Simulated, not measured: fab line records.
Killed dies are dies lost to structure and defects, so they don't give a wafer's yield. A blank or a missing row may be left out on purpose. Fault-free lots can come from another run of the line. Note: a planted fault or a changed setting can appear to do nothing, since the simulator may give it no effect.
fab line records -- flow n5-finfet
record lots=9, wafers=27, last-day=18
route steps=1938 shown HKMG_FIN@464 GATE_CUT@467 BEOL_M4@1111 PASSIVATION@1936
lots that met no fault: taken from a fault-free run of the same line
start-h: start of the lot's first displayed wafer, in hours after the record's first day -- wait-h: how many hours have passed since the lot's step before this one -- " repeats the value in the row above -- L1.1+2: a single row standing in for several wafers -- - no value, or no start was given -- * or withheld: withheld -- < > ~ a bound
route shown NAME@n: a module of which the file shows steps, and the number in the route of the first -- usual: the fault-free wafers' mean and standard deviation -- same: alike in all rows -- chamber/n: place in a boat -- sites: readings site by site -- _std_site: standard deviation of those values -- _edge_site: inner sites' mean taken away from outer sites' mean -- radius-mm: for every site, how far away it sits from the centre of the wafer -- mask NAME#n: copy n -- behind: the last tool/chamber to shape the wafer -- hold: what put the lot on hold/how long, in hours/how the hold closed -- device: whichever transistor did not switch (one of n, p or np) -- end of line: tests run on the same wafers once the route is complete -- a step with no rows: only its recipe -- killed: at the first sort, the dies lost to defects and structure; wafer yield is something else -- map: the dies of a wafer, with x for killed, . for not killed, _ for no die there
set.NAME: the setting the step ran with; set.NAME@STEP: the setting that earlier step ran with -- model.NAME: the simulator's own value behind a step, which no gauge read
a sample of lots followed through the steps of the route, with each step as a table and each wafer as a row
services: the hour from which a tool's chamber was out of use, counted from the record's first day as start-h (under 0 if before that day), plus the number of hours and why
## steps
# step N5_HKMG_FIN_INSPECT_28
# recipe inspect-instrument=darkfield, mode=post-cmp
# usual raw-defect-count=37/17
lot.wafer,tool,chamber,start-h,wait-h,raw-defect-count
L619.3,defect-inspect-02,-,97.78,0.0,47
L619.4,defect-inspect-02,-,97.78,0.0,36
L619.6,defect-inspect-02,-,97.78,0.0,37
L622.1,defect-inspect-01,-,109.78,0.0,40
L622.3,defect-inspect-01,-,109.78,0.0,52
L622.5,defect-inspect-01,-,109.78,0.0,37
L623.4,defect-inspect-02,-,115.58,0.0,40
L623.5,defect-inspect-02,-,115.58,0.0,35
L623.6,defect-inspect-02,-,115.58,0.0,33
L625.3,defect-inspect-01,-,127.22,0.0,42
L625.4,defect-inspect-01,-,127.22,0.0,31
L625.6,defect-inspect-01,-,127.22,0.0,39
L626.1,defect-inspect-02,-,133.57,0.0,23
L626.4,defect-inspect-02,-,133.57,0.0,23
L626.5,defect-inspect-02,-,133.57,0.0,22
L630.1,defect-inspect-02,-,158.39,0.0,16
L630.2,defect-inspect-02,-,158.39,0.0,16
L630.5,defect-inspect-02,-,158.39,0.0,16
L638.3,defect-inspect-01,-,210.90,0.0,21
L638.5,defect-inspect-01,-,210.90,0.0,22
L638.6,defect-inspect-01,-,210.90,0.0,28
L639.3,defect-inspect-02,-,213.69,0.0,27
L639.4,defect-inspect-02,-,213.69,0.0,36
L639.5,defect-inspect-02,-,213.69,0.0,62
L640.2,defect-inspect-02,-,222.55,0.0,38
L640.4,defect-inspect-02,-,222.55,0.0,61
L640.5,defect-inspect-02,-,222.55,0.0,16
# step N5_GATE_CUT_ETCHBACK_30
# recipe chemistry=Cl2/Ar, target=TiN, target-depth-a=30, mode=isotropic, pressure-mtorr=10, icp-w=600, bias-w=60, Cl2_flow_sccm=40, Ar_flow_sccm=60
# usual drypump-motor-current-A=5.82/0.2, oes-product-au=0.78/0.069, throttle-valve-pct=20.77/0.27
lot.wafer,tool,chamber,start-h,wait-h,drypump-motor-current-A,oes-product-au,rf-hours-counter-h,throttle-valve-pct
L619.3,rie-metal-01,1,98.04,0.0,5.81,0.80,-,21.12
L619.4,rie-metal-01,0,98.04,0.0,5.85,0.79,-,20.48
L619.6,rie-metal-01,1,98.04,0.0,5.79,0.80,-,21.12
L622.1,rie-metal-03,1,110.02,0.1,6.02,0.58,135,21.30
L622.3,rie-metal-03,0,110.02,0.1,6.02,0.74,-,20.54
L622.5,rie-metal-03,0,110.02,0.1,6.01,0.75,-,20.54
L623.4,rie-metal-03,1,115.83,0.0,6.03,0.58,-,21.31
L623.5,rie-metal-03,0,115.83,0.0,6.03,0.75,-,20.54
L623.6,rie-metal-03,1,115.83,0.0,6.07,0.59,-,21.29
L625.3,rie-metal-02,0,127.48,0.0,5.63,0.81,-,20.69
L625.4,rie-metal-02,1,127.48,0.0,5.45,0.78,-,20.72
L625.6,rie-metal-02,1,127.48,0.0,5.44,0.78,-,20.71
L626.1,rie-metal-03,0,134.03,0.1,6.02,0.75,56,20.54
L626.4,rie-metal-03,0,134.03,0.1,6.05,0.74,-,20.53
L626.5,rie-metal-03,0,134.03,0.1,6.03,0.74,-,20.54
L630.1,rie-metal-03,1,158.64,0.1,6.07,0.97,1,21.10
L630.2,rie-metal-03,0,158.64,0.1,6.04,0.74,57,20.56
L630.5,rie-metal-03,1,158.64,0.1,6.04,0.96,-,21.15
L638.3,rie-metal-02,1,211.15,0.0,5.46,0.76,-,20.73
L638.5,rie-metal-02,0,211.15,0.0,5.63,0.78,-,20.71
L638.6,rie-metal-02,1,211.15,0.0,5.46,0.76,-,20.71
L639.3,rie-metal-02,0,213.94,0.0,5.63,0.77,-,20.73
L639.4,rie-metal-02,1,213.94,0.0,5.48,0.75,-,20.72
L639.5,rie-metal-02,0,213.94,0.0,5.64,0.77,-,20.72
L640.2,rie-metal-01,0,222.79,0.1,5.89,0.76,46,20.53
L640.4,rie-metal-01,1,222.79,0.1,5.81,0.77,-,21.16
L640.5,rie-metal-01,1,222.79,0.1,5.82,0.77,-,21.15
# step N5_GATE_CUT_CMP_02
# recipe stop-on=SiO2, t-overpolish-s=12.7, post-cmp-clean=alkaline-brush, down-force-psi=2.5, platen-rpm=51.8, pad-velocity-m-s=1.0307, target-thk-nm=0
# usual motor-current-A=9.3/0.88, overpolish-run-s=12.700/0.0087, slurry-flow-ml-min=150.0/0.42, time-to-endpoint-s=24.0/2.6
lot.wafer,tool,chamber,start-h,wait-h,motor-current-A,overpolish-run-s,slurry-flow-ml-min,time-to-endpoint-s
L619.3,cmp-02,3,101.16,0.1,9.6,12.705,150.0,23.4
L619.4,cmp-02,1,101.16,0.1,10.2,12.705,150.2,22.3
L619.6,cmp-02,2,101.16,0.1,8.5,12.706,149.5,21.7
L622.3,cmp-02,0,112.83,0.2,9.6,12.711,150.2,21.5
L622.1,cmp-02,2,112.83,0.2,8.2,12.711,149.4,23.0
L622.5,cmp-02,0,112.83,0.2,9.7,12.714,150.5,25.6
L623.4,cmp-03,3,118.88,0.1,7.9,12.698,149.5,25.6
L623.6,cmp-03,0,118.88,0.1,9.8,12.703,150.4,18.8
L623.5,cmp-03,1,118.88,0.1,10.3,12.700,149.8,24.8
L625.4,cmp-03,3,130.13,0.0,8.2,12.703,149.4,27.7
L625.3,cmp-03,1,130.13,0.0,11.0,12.710,149.6,26.3
L625.6,cmp-03,3,130.13,0.0,8.3,12.694,150.4,27.5
L626.4,cmp-01,0,136.75,0.0,8.4,12.711,150.1,28.1
L626.1,cmp-01,1,136.75,0.0,8.8,12.714,149.6,24.2
L626.5,cmp-01,0,136.75,0.0,8.5,12.699,150.8,28.3
L630.2,cmp-01,3,161.92,0.2,8.6,12.676,150.1,24.4
L630.1,cmp-01,0,161.92,0.2,8.3,12.714,149.7,25.5
L630.5,cmp-01,2,161.92,0.2,8.2,12.700,150.3,25.6
L638.3,cmp-03,0,214.26,0.1,9.0,12.693,149.7,22.9
L638.5,cmp-03,3,214.26,0.1,8.0,12.703,150.5,26.3
L638.6,cmp-03,0,214.26,0.1,8.8,12.703,150.2,23.5
L639.4,cmp-01,2,216.65,0.1,8.3,12.706,150.1,25.4
L639.3,cmp-01,3,216.65,0.1,9.2,12.709,150.2,24.6
L639.5,cmp-01,1,216.65,0.1,9.1,12.699,150.5,25.2
L640.2,cmp-03,1,225.54,0.1,10.2,12.713,150.7,24.4
L640.4,cmp-03,3,225.54,0.1,8.1,12.695,149.1,27.5
L640.5,cmp-03,1,225.54,0.1,10.4,12.694,150.6,25.2
# step N5_GATE_CUT_EXPOSE_10
# recipe mask-id=GATE_CUT, na=0.33, source-shape=annular, sigma-inner=0.35, sigma-outer=0.8, polarization=unpolarized, target-cd-nm=20, dose-mj=43.25
# usual exposure-dose-mJ-cm2=43.43/0.19
# same na=0.33, sigma-outer=0.8
lot.wafer,tool,chamber,start-h,wait-h,mask,exposure-dose-mJ-cm2
L619.3,euv-scanner-02,0,101.68,-,GATE_CUT#0,43.67
L619.4,euv-scanner-02,0,101.68,-,GATE_CUT#0,43.60
L619.6,euv-scanner-02,0,101.68,-,GATE_CUT#0,43.52
L622.1,euv-scanner-01,0,113.36,-,GATE_CUT#0,43.30
L622.3,euv-scanner-01,0,113.36,-,GATE_CUT#0,43.25
L622.5,euv-scanner-01,0,113.36,-,GATE_CUT#0,43.24
L623.4,euv-scanner-02,0,119.45,-,GATE_CUT#0,43.65
L623.5,euv-scanner-02,0,119.45,-,GATE_CUT#0,43.53
L623.6,euv-scanner-02,0,119.45,-,GATE_CUT#0,43.65
L625.3,euv-scanner-01,0,130.81,-,GATE_CUT#0,43.18
L625.4,euv-scanner-01,0,130.81,-,GATE_CUT#0,43.27
L625.6,euv-scanner-01,0,130.81,-,GATE_CUT#0,43.21
L626.1,euv-scanner-02,0,137.41,-,GATE_CUT#0,43.58
L626.4,euv-scanner-02,0,137.41,-,GATE_CUT#0,43.63
L626.5,euv-scanner-02,0,137.41,-,GATE_CUT#0,43.70
L630.1,euv-scanner-01,0,162.50,-,GATE_CUT#0,43.24
L630.2,euv-scanner-01,0,162.50,-,GATE_CUT#0,43.27
L630.5,euv-scanner-01,0,162.50,-,GATE_CUT#0,43.32
L638.3,euv-scanner-01,0,214.77,-,GATE_CUT#0,43.28
L638.5,euv-scanner-01,0,214.77,-,GATE_CUT#0,43.28
L638.6,euv-scanner-01,0,214.77,-,GATE_CUT#0,43.21
L639.3,euv-scanner-01,0,217.17,-,GATE_CUT#0,43.23
L639.4,euv-scanner-01,0,217.17,-,GATE_CUT#0,43.25
L639.5,euv-scanner-01,0,217.17,-,GATE_CUT#0,43.32
L640.2,euv-scanner-02,0,226.17,-,GATE_CUT#0,43.62
L640.4,euv-scanner-02,0,226.17,-,GATE_CUT#0,43.61
L640.5,euv-scanner-02,0,226.17,-,GATE_CUT#0,43.65
# step N5_GATE_CUT_OVL_MEAS_14
# recipe points-per-wafer=522
# usual GATE_CUT_OVL=-0.5/0.64
lot.wafer,tool,chamber,start-h,wait-h,GATE_CUT_OVL[nm]
L619.3,overlay-02,0,101.84,0.0,-0.1
L619.4,overlay-02,0,101.84,0.0,0.2
L619.6,overlay-02,0,101.84,0.0,0.2
L622.1,overlay-02,0,113.52,0.0,-0.6
L622.3,overlay-02,0,113.52,0.0,-0.2
L622.5,overlay-02,0,113.52,0.0,-1.0
L623.4,overlay-01,0,119.61,0.0,0.7
L623.5,overlay-01,0,119.61,0.0,-0.2
L623.6,overlay-01,0,119.61,0.0,-0.5
L625.3,overlay-02,0,130.97,0.0,-0.2
L625.4,overlay-02,0,130.97,0.0,-1.1
L625.6,overlay-02,0,130.97,0.0,-0.5
L626.1,overlay-01,0,137.57,0.0,-0.3
L626.4,overlay-01,0,137.57,0.0,0.8
L626.5,overlay-01,0,137.57,0.0,-0.1
L630.1,overlay-01,0,162.67,0.0,-0.6
L630.2,overlay-01,0,162.67,0.0,0.5
L630.5,overlay-01,0,162.67,0.0,-0.4
L638.3,overlay-01,0,214.93,0.0,5.5
L638.5,overlay-01,0,214.93,0.0,5.6
L638.6,overlay-01,0,214.93,0.0,5.6
L639.3,overlay-01,0,217.33,0.0,5.1
L639.4,overlay-01,0,217.33,0.0,4.7
L639.5,overlay-01,0,217.33,0.0,6.4
L640.2,overlay-01,0,226.33,0.0,-1.0
L640.4,overlay-01,0,226.33,0.0,-0.7
L640.5,overlay-01,0,226.33,0.0,-1.4
# step N5_BEOL_M4_RC_MEAS_101
# usual DIBL_N=36.9/1.7, DIBL_P=37.3/2.3, IOFF_N=0.16/0.033, IOFF_P=0.22/0.04, ION_N=673/12, ION_P=463/8, SS_N=71.6/0.58, SS_P=73.4/0.74, VT_N=250/3.2, VT_P=-250/3.4
lot.wafer,tool,chamber,start-h,wait-h,DIBL_N[mV/V],DIBL_P[mV/V],IOFF_N[nA/um],IOFF_P[nA/um],ION_N[uA/um],ION_P[uA/um],SS_N[mV/dec],SS_P[mV/dec],VT_N[mV],VT_P[mV]
L619.3,prober-02,0,190.68,0.3,39.3,42.2,0.25,0.33,684,475,72.0,73.5,245,-245
L619.4,prober-02,0,190.68,0.3,38.8,40.3,0.20,0.28,681,465,71.8,74.5,248,-247
L619.6,prober-02,0,190.68,0.3,36.7,38.6,0.17,0.25,695,480,72.0,72.9,250,-247
L622.1,prober-01,0,199.07,0.0,36.9,36.3,0.17,0.20,665,451,71.1,73.1,251,-252
L622.3,prober-01,0,199.07,0.0,34.3,33.5,0.14,0.17,684,461,70.8,73.1,250,-257
L622.5,prober-01,0,199.07,0.0,35.0,33.1,0.13,0.16,660,446,71.4,72.3,253,-257
L623.4,prober-02,0,205.12,0.5,36.4,38.5,0.17,0.25,664,460,72.0,73.9,248,-251
L623.5,prober-02,0,205.12,0.5,37.5,39.4,0.19,0.26,675,465,71.8,73.2,248,-251
L623.6,prober-02,0,205.12,0.5,35.8,37.3,0.16,0.23,666,461,71.3,73.3,248,-249
L625.3,prober-02,0,217.30,0.3,36.2,35.5,0.13,0.18,659,453,72.0,73.3,256,-252
L625.4,prober-02,0,217.30,0.3,35.7,36.2,0.13,0.18,655,452,71.5,72.9,255,-252
L625.6,prober-02,0,217.30,0.3,37.7,37.3,0.16,0.21,664,457,72.6,72.8,252,-250
L626.1,prober-01,0,222.10,0.0,38.8,40.5,0.21,0.24,681,464,71.4,74.4,245,-252
L626.4,prober-01,0,222.10,0.0,40.4,43.5,0.25,0.30,695,458,72.5,75.2,245,-245
L626.5,prober-01,0,222.10,0.0,39.5,43.2,0.25,0.30,703,476,71.6,75.5,241,-247
L630.1,prober-01,0,254.55,0.0,38.1,38.6,0.20,0.26,680,467,71.4,74.6,246,-248
L630.2,prober-01,0,254.55,0.0,38.3,38.1,0.19,0.25,689,469,71.6,73.7,245,-248
L630.5,prober-01,0,254.55,0.0,38.3,37.8,0.18,0.24,686,465,72.5,73.2,245,-248
L639.3,prober-02,0,307.75,0.3,38.6,39.3,0.18,0.24,673,459,71.7,73.9,252,-252
L639.4,prober-02,0,307.75,0.3,39.3,39.4,0.18,0.23,669,459,72.6,74.4,251,-253
L639.5,prober-02,0,307.75,0.3,37.7,38.0,0.14,0.21,661,453,72.0,73.8,255,-255
L638.3,prober-01,0,308.31,0.3,34.2,36.0,0.12,0.19,669,467,71.6,72.4,256,-254
L638.5,prober-01,0,308.31,0.3,39.0,41.1,0.20,0.27,677,465,72.0,73.9,246,-248
L638.6,prober-01,0,308.31,0.3,36.4,37.0,0.14,0.21,667,464,71.3,73.9,254,-248
L640.2,prober-02,0,311.07,0.2,36.1,35.9,0.13,0.19,649,447,71.3,72.5,254,-250
L640.4,prober-02,0,311.07,0.2,38.0,37.9,0.15,0.22,676,464,71.4,73.6,252,-249
L640.5,prober-02,0,311.07,0.2,37.1,36.7,0.14,0.20,662,456,70.7,73.4,252,-253
# step N5_PASSIVATION_PROBE_49
# usual defect-limited-yield=91.2/1.3, killed_at_M0_to_M3=34/10, killed_at_M4_up=13/4.6, killed-at-contacts=13/5.5, killed-at-front-end=41/12, killed-at-other=2.8/2.4, killed-dies=104/16, killed-open=67/12, killed-short=33/7.2, sort_bin_4_leakage=0.00/0.012, sort_bin_5_function=5.1/0.86, sort_bin_6_memory=3.3/0.62, sort_bin_8_speed=0.00/0.014, sort-n-pass=1076/16
# same gross-dies=1180, killed-at-back-side=0
lot.wafer,tool,chamber,start-h,wait-h,defect-limited-yield[%],killed_at_M0_to_M3,killed_at_M4_up,killed-at-contacts,killed-at-front-end,killed-at-other,killed-dies,killed-open,killed-short,sort_bin_4_leakage[%],sort_bin_5_function[%],sort_bin_6_memory[%],sort_bin_8_speed[%],sort-n-pass
L619.3,prober-02,-,306.14,0.1,91.0,42,13,13,37,1,106,77,24,0,5.1,3.1,0,1074
L619.4,prober-02,-,306.19,0.2,90.3,33,14,15,50,3,115,71,43,0,5.4,4.0,0,1065
L619.6,prober-02,-,306.29,0.3,90.4,38,17,11,46,1,113,73,35,0,5.8,3.1,0,1067
L623.4,prober-01,-,317.37,0.2,91.4,35,10,7,50,0,102,68,30,0,4.7,3.7,0,1078
L623.5,prober-01,-,317.42,0.2,91.3,34,17,17,34,1,103,68,28,0,4.8,3.6,0,1077
L623.6,prober-01,-,317.47,0.3,89.8,35,15,11,56,3,120,89,25,0,5.7,4.4,0,1060
L622.1,prober-02,-,317.39,0.0,91.9,33,17,11,31,3,95,55,30,0,5.0,2.6,0,1085
L622.3,prober-02,-,317.49,0.1,89.3,49,8,19,45,5,126,81,39,0,6.5,4.0,0,1054
L622.5,prober-02,-,317.59,0.2,91.9,27,18,9,32,10,96,70,22,0,5.1,2.6,0,1084
L625.3,prober-01,-,326.19,0.1,91.4,23,10,10,56,3,102,54,33,0,4.7,2.7,0,1078
L625.4,prober-01,-,326.24,0.2,92.2,31,8,10,43,0,92,52,30,0,4.5,2.6,0,1088
L625.6,prober-01,-,326.34,0.3,91.7,32,11,21,31,3,98,57,35,0,5.1,3.1,0,1082
L626.1,prober-02,-,338.61,0.0,91.4,44,10,9,34,4,101,63,35,0,5.3,3.1,0,1079
L626.4,prober-02,-,338.76,0.2,90.8,47,22,5,32,3,109,79,30,0.08,5.6,3.5,0,1070
L626.5,prober-02,-,338.81,0.2,89.2,47,16,11,49,4,127,89,36,0.08,6.1,4.4,0,1052
L630.1,prober-01,-,376.01,0.0,92.2,27,18,13,33,1,92,55,33,0,4.3,2.9,0,1088
L630.2,prober-01,-,376.06,0.1,94.2,16,9,5,35,4,69,45,17,0,3.3,2.2,0.17,1111
L630.5,prober-01,-,376.21,0.2,92.2,21,12,8,47,4,92,57,30,0,4.4,3.2,0,1088
L638.3,prober-02,-,402.21,0.1,90.8,28,5,9,64,3,109,70,33,0,5.2,3.3,0,1071
L638.5,prober-02,-,402.31,0.2,87.9,36,19,26,59,3,143,94,39,0,7.3,3.9,0,1037
L638.6,prober-02,-,402.36,0.3,89.7,39,10,10,56,6,121,71,47,0,5.0,4.7,0,1059
L640.2,prober-02,-,407.18,0.1,90.9,49,14,4,34,6,107,71,33,0,5.3,3.6,0,1073
L640.4,prober-02,-,407.28,0.2,89.9,53,19,3,37,7,119,58,50,0,6.2,2.8,0,1061
L640.5,prober-02,-,407.33,0.2,94.6,37,3,2,21,1,64,35,29,0,2.6,2.5,0,1116
L639.3,prober-02,-,419.94,0.1,90.4,39,10,10,48,6,113,83,25,0,5.4,4.1,0,1067
L639.4,prober-02,-,419.99,0.2,91.6,28,15,8,47,1,99,64,31,0,4.7,3.2,0,1081
L639.5,prober-02,-,420.04,0.2,90.6,40,17,17,29,8,111,76,30,0,5.3,4.0,0,1069
# killed by level:class
L619.3 BEOL_M1:geometric-particle:open=17 MOL_CONTACT_COAG:geometric-particle:open=11 FIN_SAQP:geometric-particle:open=6 DUMMY_GATE:geometric-particle:open=6 STI_FIN_REVEAL:geometric-particle:open=5 BEOL_M0_SAQP:geometric-particle:open=5 BEOL_M4:geometric-particle:open=5 BEOL_M0_SAQP:geometric-particle:short=4
L619.4 FIN_SAQP:geometric-particle:open=18 MOL_CONTACT_COAG:geometric-particle:open=10 BEOL_M1:geometric-particle:open=8 BEOL_M0_SAQP:geometric-particle:short=7 BEOL_M0_SAQP:geometric-particle:open=6 FIN_SAQP:geometric-particle:short=5 ILD0:geometric-particle:short=5 GATE_CUT:geometric-particle:short=5
L619.6 FIN_SAQP:geometric-particle:open=11 BEOL_M0_SAQP:geometric-particle:open=11 MOL_CONTACT_COAG:geometric-particle:open=9 BEOL_M1:geometric-particle:open=7 BEOL_M2:geometric-particle:open=6 DUMMY_GATE:geometric-particle:open=5 GATE_CUT:geometric-particle:short=5 STARTING-WAFER:geometric-particle:short=5
L623.4 STI_FIN_REVEAL:geometric-particle:open=17 BEOL_M3:geometric-particle:open=7 BEOL_M1:geometric-particle:open=7 FIN_SAQP:geometric-particle:short=6 BEOL_M0_SAQP:geometric-particle:open=6 BEOL_M2:geometric-particle:open=6 GATE_CUT:geometric-particle:short=5 FIN_SAQP:geometric-particle:open=4
L622.1 MOL_CONTACT_COAG:geometric-particle:open=10 BEOL_M4:geometric-particle:open=9 FIN_SAQP:geometric-particle:short=7 BEOL_M2:geometric-particle:open=7 BEOL_M0_SAQP:geometric-particle:short=6 FIN_SAQP:geometric-particle:open=5 BEOL_M3:geometric-particle:open=5 BEOL_M3:geometric-particle:short=4
L623.5 MOL_CONTACT_COAG:geometric-particle:open=14 BEOL_M0_SAQP:geometric-particle:short=9 DUMMY_GATE:geometric-particle:open=7 BEOL_M3:geometric-particle:open=7 GATE_CUT:geometric-particle:short=6 BEOL_M4:geometric-particle:open=6 BEOL_M2:geometric-particle:open=5 STI_FIN_REVEAL:geometric-particle:open=4
L623.6 DUMMY_GATE:geometric-particle:open=21 MOL_CONTACT_COAG:geometric-particle:open=10 STI_FIN_REVEAL:geometric-particle:open=9 BEOL_M0_SAQP:geometric-particle:short=7 FIN_SAQP:geometric-particle:open=6 BEOL_M0_SAQP:geometric-particle:open=6 BEOL_M3:geometric-particle:open=6 BEOL_M5:geometric-particle:open=6
L622.3 MOL_CONTACT_COAG:geometric-particle:open=14 BEOL_M3:geometric-particle:open=13 BEOL_M0_SAQP:geometric-particle:short=11 FIN_SAQP:geometric-particle:open=10 BEOL_M0_SAQP:geometric-particle:open=9 BEOL_M2:geometric-particle:open=7 BEOL_M1:geometric-particle:open=6 STARTING-WAFER:geometric-particle:short=6
L622.5 MOL_CONTACT_COAG:geometric-particle:open=8 BEOL_M0_SAQP:geometric-particle:open=8 DUMMY_GATE:geometric-particle:open=7 BEOL_M3:geometric-particle:open=7 BEOL_M5:geometric-particle:open=7 GATE_CUT:geometric-particle:short=6 FIN_SAQP:geometric-particle:short=5 BEOL_M1:geometric-particle:open=5
L625.3 STI_FIN_REVEAL:geometric-particle:open=11 GATE_CUT:geometric-particle:short=9 HKMG_FIN:area-etch=9 FIN_SAQP:geometric-particle:open=8 MOL_CONTACT_COAG:geometric-particle:open=7 BEOL_M0_SAQP:geometric-particle:short=6 DUMMY_GATE:geometric-particle:open=4 BEOL_M1:geometric-particle:open=4
L625.4 MOL_CONTACT_COAG:geometric-particle:open=8 GATE_CUT:geometric-particle:short=7 BEOL_M1:geometric-particle:open=7 HKMG_FIN:area-etch=6 BEOL_M3:geometric-particle:open=5 FIN_SAQP:geometric-particle:open=4 GATE_CUT:geometric-particle:open=4 BEOL_M0_SAQP:geometric-particle:open=4
L625.6 MOL_CONTACT_COAG:geometric-particle:open=14 BEOL_M0_SAQP:geometric-particle:short=8 MOL_CONTACT_COAG:geometric-particle:short=7 GATE_CUT:geometric-particle:short=6 BEOL_M1:geometric-particle:open=6 GATE_CUT:geometric-particle:open=5 BEOL_M0_SAQP:geometric-particle:open=5 STI_FIN_REVEAL:geometric-particle:open=4
L626.1 BEOL_M1:geometric-particle:open=14 STI_FIN_REVEAL:geometric-particle:open=9 BEOL_M0_SAQP:geometric-particle:short=7 BEOL_M4:geometric-particle:open=7 STARTING-WAFER:geometric-particle:short=7 BEOL_M2:geometric-particle:open=6 BEOL_M0_SAQP:geometric-particle:open=5 MOL_CONTACT_COAG:geometric-particle:open=5
L626.4 BEOL_M0_SAQP:geometric-particle:open=15 BEOL_M2:geometric-particle:open=9 STI_FIN_REVEAL:geometric-particle:open=8 BEOL_M4:geometric-particle:open=8 FIN_SAQP:geometric-particle:open=6 BEOL_M0_SAQP:geometric-particle:short=6 BEOL_M3:geometric-particle:open=6 MOL_CONTACT_COAG:geometric-particle:open=5
L626.5 BEOL_M0_SAQP:geometric-particle:open=13 STI_FIN_REVEAL:geometric-particle:open=11 BEOL_M2:geometric-particle:open=11 MOL_CONTACT_COAG:geometric-particle:open=9 FIN_SAQP:geometric-particle:short=8 BEOL_M4:geometric-particle:open=8 FIN_SAQP:geometric-particle:open=7 BEOL_M3:geometric-particle:open=7
L630.1 FIN_SAQP:geometric-particle:open=17 MOL_CONTACT_COAG:geometric-particle:open=9 BEOL_M0_SAQP:geometric-particle:short=7 BEOL_M0_SAQP:geometric-particle:open=7 FIN_SAQP:geometric-particle:short=4 GATE_CUT:geometric-particle:short=4 MOL_CONTACT_COAG:geometric-particle:short=4 BEOL_M3:geometric-particle:open=3
L630.2 FIN_SAQP:geometric-particle:open=13 FIN_SAQP:geometric-particle:short=7 STARTING-WAFER:geometric-particle:open=6 MOL_CONTACT_COAG:geometric-particle:open=5 BEOL_M2:geometric-particle:open=3 STARTING-WAFER:geometric-particle:short=3 GATE_CUT:geometric-particle:open=2 BEOL_M0_SAQP:geometric-particle:open=2
L630.5 FIN_SAQP:geometric-particle:open=16 FIN_SAQP:geometric-particle:short=10 MOL_CONTACT_COAG:geometric-particle:open=7 BEOL_M2:geometric-particle:open=5 BEOL_M3:geometric-particle:open=4 FIN_CUT:geometric-particle:open=3 SPACER0:geometric-particle:short=3 GATE_CUT:geometric-particle:short=3
L638.3 FIN_SAQP:geometric-particle:open=22 FIN_SAQP:geometric-particle:short=12 STI_FIN_REVEAL:geometric-particle:open=8 MOL_CONTACT_COAG:geometric-particle:open=7 BEOL_M0_SAQP:geometric-particle:open=6 BEOL_M0:geometric-particle:open=5 ILD0:geometric-particle:short=4 BEOL_M0_SAQP:geometric-particle:short=4
L638.5 MOL_CONTACT_COAG:geometric-particle:open=20 FIN_SAQP:geometric-particle:open=19 BEOL_M0_SAQP:geometric-particle:open=12 FIN_SAQP:geometric-particle:short=8 BEOL_M0_SAQP:geometric-particle:short=7 BEOL_M2:geometric-particle:open=7 STARTING-WAFER:geometric-particle:short=7 STI_FIN_REVEAL:geometric-particle:open=5
L638.6 FIN_SAQP:geometric-particle:short=20 FIN_SAQP:geometric-particle:open=16 BEOL_M0_SAQP:geometric-particle:short=11 BEOL_M0_SAQP:geometric-particle:open=9 STI_FIN_REVEAL:geometric-particle:open=8 MOL_CONTACT_COAG:geometric-particle:open=8 BEOL_M2:geometric-particle:open=6 ILD0:geometric-particle:open=4
L640.2 BEOL_M2:geometric-particle:open=11 BEOL_M3:geometric-particle:open=9 STI_FIN_REVEAL:geometric-particle:open=7 BEOL_M0_SAQP:geometric-particle:open=7 BEOL_M1:geometric-particle:open=6 FIN_SAQP:geometric-particle:short=5 MOL_CONTACT_COAG:geometric-particle:open=4 BEOL_M0_SAQP:geometric-particle:short=4
L640.4 BEOL_M0_SAQP:geometric-particle:short=19 FIN_SAQP:geometric-particle:short=11 BEOL_M0_SAQP:geometric-particle:open=11 BEOL_M4:geometric-particle:open=9 STI_FIN_REVEAL:geometric-particle:open=6 BEOL_M3:geometric-particle:open=5 HKMG_FIN:area-etch=5 BEOL_M1:geometric-particle:open=4
L640.5 BEOL_M0_SAQP:geometric-particle:short=12 BEOL_M0_SAQP:geometric-particle:open=9 BEOL_M2:geometric-particle:open=7 FIN_SAQP:geometric-particle:short=4 BEOL_M2:geometric-particle:short=4 FIN_SAQP:geometric-particle:open=3 STARTING-WAFER:geometric-particle:short=3 STARTING-WAFER:geometric-particle:open=3
L639.3 STI_FIN_REVEAL:geometric-particle:open=18 FIN_SAQP:geometric-particle:open=9 MOL_CONTACT_COAG:geometric-particle:open=7 BEOL_M0_SAQP:geometric-particle:open=7 BEOL_M3:geometric-particle:open=6 BEOL_M0:geometric-particle:open=5 GATE_CUT:geometric-particle:open=5 BEOL_M0_SAQP:geometric-particle:short=5
L639.4 FIN_SAQP:geometric-particle:open=16 FIN_SAQP:geometric-particle:short=9 BEOL_M1:geometric-particle:open=8 BEOL_M0_SAQP:geometric-particle:open=7 MOL_CONTACT_COAG:geometric-particle:open=4 MOL_CONTACT_COAG:geometric-particle:short=4 BEOL_M0_SAQP:geometric-particle:short=4 BEOL_M4:geometric-particle:open=4
L639.5 MOL_CONTACT_COAG:geometric-particle:open=14 STI_FIN_REVEAL:geometric-particle:open=8 BEOL_M0_SAQP:geometric-particle:short=7 BEOL_M0_SAQP:geometric-particle:open=7 BEOL_M1:geometric-particle:open=7 FIN_SAQP:geometric-particle:short=5 BEOL_M3:geometric-particle:open=5 BEOL_M4:geometric-particle:open=5
## services
tool,chamber,start-h,hours,kind
cmp-03,-,76.09,4.0,pm
cmp-01,-,81.93,0.9,repair
euv-scanner-01,-,82.55,1.0,pm
cmp-03,-,84.01,0.3,repair
cmp-02,-,84.60,2.7,repair
cmp-01,-,102.25,1.0,repair
cmp-01,-,108.20,13.3,pm
rie-metal-01,0,112.72,24.5,repair
euv-scanner-02,-,125.38,1.0,pm
cmp-02,-,126.23,4.0,pm
euv-scanner-01,-,138.70,1.0,pm
cmp-01,-,150.78,3.5,repair
cmp-03,-,153.40,0.4,repair
euv-scanner-02,-,159.97,0.4,repair
cmp-01,-,162.94,1.1,repair
euv-scanner-02,-,181.53,1.0,pm
rie-metal-03,-,185.18,1.4,pm
euv-scanner-01,-,194.85,1.0,pm
cmp-01,-,207.51,4.9,pm
rie-metal-03,-,211.04,2.8,pm
cmp-03,-,211.58,1.2,repair
euv-scanner-02,-,216.93,4.6,pm
cmp-01,-,221.30,2.3,repair
euv-scanner-01,-,221.53,4.6,pm
## key
first-sign step=N5_GATE_CUT_OVL_MEAS_14, reading=GATE_CUT_OVL, direction=up, sigmas=9.3, usual=-0.5, struck=5.5
effect none on later readings
met-at N5_GATE_CUT_EXPOSE_10
struck-lots L638,L639
not-acting-at N5_HKMG_FIN_INSPECT_28,N5_GATE_CUT_ETCHBACK_30,N5_GATE_CUT_CMP_02
onset-between 162.50 214.77
fault kind=scanner-matching-overlay, tool=euv-scanner-01, chamber=-, onset-h=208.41, steps=N5_GATE_CUT_EXPOSE_10, offset=6.3201
